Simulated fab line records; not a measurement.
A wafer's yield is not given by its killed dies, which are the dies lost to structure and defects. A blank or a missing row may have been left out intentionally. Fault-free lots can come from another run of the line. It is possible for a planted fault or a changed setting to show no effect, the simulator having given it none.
Matching of chambers || flow nandHarc || cmp-04 running NHARC_A_CHANNEL_FILL_D1_CMP_10: 4 sister chambers
The step polishes, target thk 150 nm. 4 wafers are shown with their chamber, then 10 later ones without.

== WAFERS, EACH WITH ITS CHAMBER ==
{"wafer": "L090.3", "chamber": 2, "motorCurrentA (A)": 10.5}
{"wafer": "L090.4", "chamber": 0, "motorCurrentA (A)": 12.8}
{"wafer": "L092.1", "chamber": 1, "motorCurrentA (A)": 12.9}
{"wafer": "L092.5", "chamber": 3, "motorCurrentA (A)": 11.1}

== WAFERS MISSING THEIR CHAMBER ==
{"wafer": "L092.6", "motorCurrentA (A)": 12.1}
{"wafer": "L095.1", "motorCurrentA (A)": 12.6}
{"wafer": "L095.2", "motorCurrentA (A)": 12.4}
{"wafer": "L095.5", "motorCurrentA (A)": 12.5}
{"wafer": "L096.1", "motorCurrentA (A)": 12.9}
{"wafer": "L096.2", "motorCurrentA (A)": 11.3}
{"wafer": "L096.3", "motorCurrentA (A)": 12.6}
{"wafer": "L097.2", "motorCurrentA (A)": 13.2}
{"wafer": "L097.3", "motorCurrentA (A)": 11.8}
{"wafer": "L097.6", "motorCurrentA (A)": 12.8}

== EACH ONE'S CHAMBER ==
{"wafer": "L092.6", "from the rows above": "can't be placed: 0 or 1 or 3", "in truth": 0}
{"wafer": "L095.1", "from the rows above": "can't be placed: 0 or 1", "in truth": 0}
{"wafer": "L095.2", "from the rows above": "can't be placed: 0 or 1", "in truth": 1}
{"wafer": "L095.5", "from the rows above": "can't be placed: 0 or 1", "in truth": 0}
{"wafer": "L096.1", "from the rows above": "can't be placed: 1 or 0", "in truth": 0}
{"wafer": "L096.2", "from the rows above": "can't be placed: 3 or 2", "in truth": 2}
{"wafer": "L096.3", "from the rows above": "can't be placed: 0 or 1", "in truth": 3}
{"wafer": "L097.2", "from the rows above": "can't be placed: 1 or 0", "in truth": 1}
{"wafer": "L097.3", "from the rows above": "can't be placed: 3 or 0 or 1 or 2", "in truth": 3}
{"wafer": "L097.6", "from the rows above": "can't be placed: 0 or 1", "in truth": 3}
0 of 10 placed correctly. Can't be placed from these rows: 10 (the true chamber is among the candidates in 8). Placed wrongly: 0.
How it was worked out, from the rows above alone: a wafer's distance from a chamber is the root of the sum, over the readings, of the square of ((its reading less the chamber's mean) divided by the reading's scatter). The wafer belongs to the nearest chamber; if the next one is less than 2 further off, it can't be placed. A chamber's mean is the mean of its shown wafers. The scatter: root of mean squared gap, hidden wafer to nearest shown wafer, with one shown wafer a chamber.
